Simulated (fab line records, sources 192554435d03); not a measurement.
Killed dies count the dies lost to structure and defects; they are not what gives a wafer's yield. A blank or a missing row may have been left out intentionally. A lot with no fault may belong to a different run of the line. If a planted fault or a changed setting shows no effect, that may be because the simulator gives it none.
Chamber matching || flow n5 finfet || N5_MOL_CONTACT_COAG_DESCUM_45 on rie diel-02: 4 sister chambers
The step chemistry O2, time 7 s. 14 wafers are shown with their chamber, then 7 later ones without.

## EACH WAFER AND ITS CHAMBER
{"wafer": "L075.3", "chamber": 0, "showerhead plenum p Torr (Torr)": 2.11, "drypump motor current A (A)": 5.3, "throttle valve pct (%)": 20.45}
{"wafer": "L075.5", "chamber": 1, "showerhead plenum p Torr (Torr)": 2.19, "drypump motor current A (A)": 5.5, "throttle valve pct (%)": 20.79}
{"wafer": "L075.6", "chamber": 0, "showerhead plenum p Torr (Torr)": 2.11, "drypump motor current A (A)": 5.3, "throttle valve pct (%)": 20.44}
{"wafer": "L078.1", "chamber": 0, "showerhead plenum p Torr (Torr)": 2.11, "drypump motor current A (A)": 5.3, "throttle valve pct (%)": 20.46}
{"wafer": "L078.3", "chamber": 2, "showerhead plenum p Torr (Torr)": 2.09, "drypump motor current A (A)": 5.0, "throttle valve pct (%)": 20.49}
{"wafer": "L078.6", "chamber": 3, "showerhead plenum p Torr (Torr)": 2.24, "drypump motor current A (A)": 5.8, "throttle valve pct (%)": 20.51}
{"wafer": "L079.3", "chamber": 1, "showerhead plenum p Torr (Torr)": 2.19, "drypump motor current A (A)": 5.5, "throttle valve pct (%)": 20.79}
{"wafer": "L079.5", "chamber": 0, "showerhead plenum p Torr (Torr)": 2.11, "drypump motor current A (A)": 5.3, "throttle valve pct (%)": 20.45}
{"wafer": "L079.6", "chamber": 3, "showerhead plenum p Torr (Torr)": 2.24, "drypump motor current A (A)": 5.8, "throttle valve pct (%)": 20.52}
{"wafer": "L084.3", "chamber": 2, "showerhead plenum p Torr (Torr)": 2.09, "drypump motor current A (A)": 5.0, "throttle valve pct (%)": 20.52}
{"wafer": "L084.4", "chamber": 1, "showerhead plenum p Torr (Torr)": 2.19, "drypump motor current A (A)": 5.6, "throttle valve pct (%)": 20.80}
{"wafer": "L084.5", "chamber": 3, "showerhead plenum p Torr (Torr)": 2.24, "drypump motor current A (A)": 5.8, "throttle valve pct (%)": 20.54}
{"wafer": "L087.2", "chamber": 0, "showerhead plenum p Torr (Torr)": 2.10, "drypump motor current A (A)": 5.3, "throttle valve pct (%)": 20.46}
{"wafer": "L087.3", "chamber": 2, "showerhead plenum p Torr (Torr)": 2.08, "drypump motor current A (A)": 5.0, "throttle valve pct (%)": 20.53}

SIGNATURES (averages over the wafers above)
{"reading": "showerhead plenum p Torr", "chamber 0": 2.1080, "chamber 1": 2.1900, "chamber 2": 2.0867, "chamber 3": 2.2400, "scatter within a chamber": 0.00383}
{"reading": "drypump motor current A", "chamber 0": 5.300, "chamber 1": 5.533, "chamber 2": 5.000, "chamber 3": 5.800, "scatter within a chamber": 0.0258}
{"reading": "throttle valve pct", "chamber 0": 20.4520, "chamber 1": 20.7933, "chamber 2": 20.5133, "chamber 3": 20.5233, "scatter within a chamber": 0.013}
Rule: for a wafer and a chamber, the distance is found by dividing, reading by reading, the gap between the wafer's reading and the chamber's mean by the reading's scatter, squaring, summing and taking the root. The wafer belongs to the nearest chamber; if the next one is less than 2 further off, it can't be placed. How the scatter is found: for the shown wafers, subtract from each reading the mean of its chamber, square and add these, divide the total by (wafers less chambers), then take the root.

## WAFERS WITHOUT THEIR CHAMBER
{"wafer": "L087.6", "showerhead plenum p Torr (Torr)": 2.10, "drypump motor current A (A)": 5.3, "throttle valve pct (%)": 20.48}
{"wafer": "L091.1", "showerhead plenum p Torr (Torr)": 2.18, "drypump motor current A (A)": 5.5, "throttle valve pct (%)": 20.83}
{"wafer": "L091.3", "showerhead plenum p Torr (Torr)": 2.08, "drypump motor current A (A)": 5.0, "throttle valve pct (%)": 20.52}
{"wafer": "L091.4", "showerhead plenum p Torr (Torr)": 2.10, "drypump motor current A (A)": 5.3, "throttle valve pct (%)": 20.49}
{"wafer": "L097.2", "showerhead plenum p Torr (Torr)": 2.08, "drypump motor current A (A)": 5.0, "throttle valve pct (%)": 20.55}
{"wafer": "L097.3", "showerhead plenum p Torr (Torr)": 2.09, "drypump motor current A (A)": 5.3, "throttle valve pct (%)": 20.52}
{"wafer": "L097.6", "showerhead plenum p Torr (Torr)": 2.18, "drypump motor current A (A)": 5.5, "throttle valve pct (%)": 20.85}

## CHAMBER TAKEN BY EACH
{"wafer": "L087.6", "from the rows above": 0, "in truth": 0}
{"wafer": "L091.1", "from the rows above": 1, "in truth": 1}
{"wafer": "L091.3", "from the rows above": 2, "in truth": 2}
{"wafer": "L091.4", "from the rows above": 0, "in truth": 0}
{"wafer": "L097.2", "from the rows above": 2, "in truth": 2}
{"wafer": "L097.3", "from the rows above": 0, "in truth": 0}
{"wafer": "L097.6", "from the rows above": 1, "in truth": 1}
7 of 7 placed correctly. From these rows, 0 cannot be placed. Wrongly placed: 0.
